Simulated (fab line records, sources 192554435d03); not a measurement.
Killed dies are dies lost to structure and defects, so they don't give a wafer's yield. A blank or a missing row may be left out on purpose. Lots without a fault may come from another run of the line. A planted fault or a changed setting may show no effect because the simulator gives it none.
Chamber matching | flow n5_finfet | N5_BEOL_M5_CO_CAP_78 on cvd_co-01: 3 sister chambers
The step material Co, precursor CCTBA/H2, target thk 2 nm, time 102.1 s. 3 wafers are shown with their chamber, then 12 later ones without.

WAFERS WITH THEIR CHAMBER
wafer  | chamber | heater_power_w (W)
L090.1 | 0       | 234
L090.2 | 1       | 272
L090.3 | 2       | 241

WAFERS WITHOUT THEIR CHAMBER
wafer  | heater_power_w (W)
L090.4 | 276
L090.5 | 244
L090.6 | 243
L094.1 | 232
L094.2 | 279
L094.6 | 269
L093.2 | 246
L093.4 | 273
L093.6 | 235
L095.1 | 273
L095.5 | 271
L095.6 | 242

WHICH CHAMBER EACH WENT THROUGH
wafer  | from the rows above     | in truth
L090.4 | 1                       | 1
L090.5 | 2                       | 2
L090.6 | 2                       | 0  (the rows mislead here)
L094.1 | 0                       | 0
L094.2 | 1                       | 1
L094.6 | 1                       | 1
L093.2 | 2                       | 2
L093.4 | 1                       | 1
L093.6 | can't be placed: 0 or 2 | 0
L095.1 | 1                       | 1
L095.5 | 1                       | 1
L095.6 | 2                       | 2
Placed correctly: 10 of 12. Can't be placed from these rows: 1 (the true chamber is among the candidates in 1). Placed wrongly: 1.
How it was worked out, from the rows above alone: a wafer's distance from a chamber is the root of the sum, over the readings, of the square of ((its reading less the chamber's mean) divided by the reading's scatter). The wafer belongs to the nearest chamber; if the next one is less than 2 further off, it can't be placed. A chamber's mean is the mean of its shown wafers. The scatter: with one shown wafer a chamber, the root of the mean of the squares of how far each hidden wafer lies from its nearest shown one.
